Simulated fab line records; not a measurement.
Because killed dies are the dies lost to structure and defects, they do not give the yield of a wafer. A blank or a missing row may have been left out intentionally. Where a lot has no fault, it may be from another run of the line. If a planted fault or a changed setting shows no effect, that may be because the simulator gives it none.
Chamber matching || flow n5 finfet || pecvd-02 running N5_BEOL_M0_SAQP_HM_DEP_111: 3 sister chambers
The step deposits SiO2 from SiH4/N2O, target thk 12 nm, time 7.2 s. 3 wafers are shown with their chamber, then 10 later ones without.

## EACH WAFER AND ITS CHAMBER
{"wafer": "L092.5", "chamber": 1, "showerhead plenum p Torr (Torr)": 8.24}
{"wafer": "L093.2", "chamber": 2, "showerhead plenum p Torr (Torr)": 8.02}
{"wafer": "L093.5", "chamber": 0, "showerhead plenum p Torr (Torr)": 8.08}

## WAFERS WHOSE CHAMBER IS MISSING
{"wafer": "L093.6", "showerhead plenum p Torr (Torr)": 8.00}
{"wafer": "L094.1", "showerhead plenum p Torr (Torr)": 8.23}
{"wafer": "L094.4", "showerhead plenum p Torr (Torr)": 8.07}
{"wafer": "L094.6", "showerhead plenum p Torr (Torr)": 8.25}
{"wafer": "L095.1", "showerhead plenum p Torr (Torr)": 8.06}
{"wafer": "L095.3", "showerhead plenum p Torr (Torr)": 8.02}
{"wafer": "L095.4", "showerhead plenum p Torr (Torr)": 8.01}
{"wafer": "L097.1", "showerhead plenum p Torr (Torr)": 8.23}
{"wafer": "L097.5", "showerhead plenum p Torr (Torr)": 8.07}
{"wafer": "L097.6", "showerhead plenum p Torr (Torr)": 8.22}

## WHICH CHAMBER EACH ONE RAN IN
{"wafer": "L093.6", "from the rows above": 2, "in truth": 2}
{"wafer": "L094.1", "from the rows above": 1, "in truth": 1}
{"wafer": "L094.4", "from the rows above": 0, "in truth": 0}
{"wafer": "L094.6", "from the rows above": 1, "in truth": 1}
{"wafer": "L095.1", "from the rows above": "can't be placed: 0 or 2", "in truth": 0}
{"wafer": "L095.3", "from the rows above": 2, "in truth": 2}
{"wafer": "L095.4", "from the rows above": 2, "in truth": 2}
{"wafer": "L097.1", "from the rows above": 1, "in truth": 1}
{"wafer": "L097.5", "from the rows above": 0, "in truth": 0}
{"wafer": "L097.6", "from the rows above": 1, "in truth": 1}
Correct placement for 9 of the 10. Not placeable from these rows: 1 (in 1, the candidates include the true chamber). Placed wrongly: 0.
How it was worked out, from the rows above alone: a wafer's distance from a chamber is the root of the sum, over the readings, of the square of ((its reading less the chamber's mean) divided by the reading's scatter). If the next closest chamber is less than 2 further off than the closest, the wafer can't be placed; otherwise it belongs to the closest. For every chamber, the mean is computed from those of its wafers that are shown. The scatter (one wafer shown for each chamber): square how far every hidden wafer sits from the nearest shown wafer, average those squares and take the square root.
